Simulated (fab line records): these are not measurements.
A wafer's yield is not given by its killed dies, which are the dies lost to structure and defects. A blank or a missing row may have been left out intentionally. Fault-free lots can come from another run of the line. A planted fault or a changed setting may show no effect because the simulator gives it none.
Matching of chambers | flow n5Finfet | N5_FIN_SAQP_ETCH_69 on rieDiel-03 has 4 sister chambers
The step etches SOC in N2/H2, stops on SiNx, target depth 150 nm. 14 wafers are shown with their chamber, then 6 later ones without.

## WAFERS WITH THEIR CHAMBER
wafer  | chamber | showerheadPlenumPTorr (Torr) | throttleValvePct (%) | oesProductAu (a.u.)
L141.2 | 2       | 2.48                         | 17.81                | 0.90
L141.3 | 3       | 2.48                         | 17.58                | 0.85
L146.1 | 0       | 2.66                         | 17.68                | 0.82
L146.4 | 3       | 2.47                         | 17.61                | 0.85
L146.6 | 3       | 2.47                         | 17.59                | 0.85
L147.1 | 3       | 2.47                         | 17.60                | 0.84
L147.3 | 2       | 2.48                         | 17.84                | 0.88
L147.6 | 3       | 2.47                         | 17.62                | 0.84
L152.1 | 1       | 2.56                         | 17.32                | 0.82
L152.4 | 3       | 2.47                         | 17.63                | 0.83
L152.5 | 1       | 2.56                         | 17.33                | 0.81
L157.2 | 3       | 2.47                         | 17.62                | 0.83
L157.3 | 2       | 2.47                         | 17.86                | 0.85
L157.6 | 0       | 2.65                         | 17.69                | 0.80

SIGNATURES, as means of the wafers listed above
reading               | chamber 0 | chamber 1 | chamber 2 | chamber 3 | scatter within a chamber
showerheadPlenumPTorr | 2.6550    | 2.5600    | 2.4767    | 2.4714    | 0.0045
throttleValvePct      | 17.6850   | 17.3250   | 17.8367   | 17.6071   | 0.0182
oesProductAu          | 0.8100    | 0.8150    | 0.8767    | 0.8414    | 0.0142
Rule: distance of a wafer from a chamber = root of the sum over the readings of ((wafer's reading minus chamber's mean) / reading's scatter) squared. The wafer belongs to the nearest chamber; if the next one is less than 2 further off, it can't be placed. The scatter: the root of (the sum of the squares of (reading less its chamber's mean) over the shown wafers, divided by (wafers less chambers)).

## WAFERS WITH NO CHAMBER GIVEN
wafer  | showerheadPlenumPTorr (Torr) | throttleValvePct (%) | oesProductAu (a.u.)
L160.2 | 2.65                         | 17.72                | 0.79
L160.4 | 2.47                         | 17.89                | 0.84
L160.5 | 2.46                         | 17.63                | 0.81
L162.1 | 2.46                         | 17.64                | 0.81
L162.3 | 2.46                         | 17.88                | 0.83
L162.4 | 2.56                         | 17.35                | 0.80

## EACH ONE'S CHAMBER
wafer  | from the rows above | in truth
L160.2 | 0                   | 0
L160.4 | 2                   | 2
L160.5 | 3                   | 3
L162.1 | 3                   | 3
L162.3 | 2                   | 2
L162.4 | 1                   | 1
6 of 6 placed correctly. Can't be placed from these rows: 0. Placed wrongly: 0.
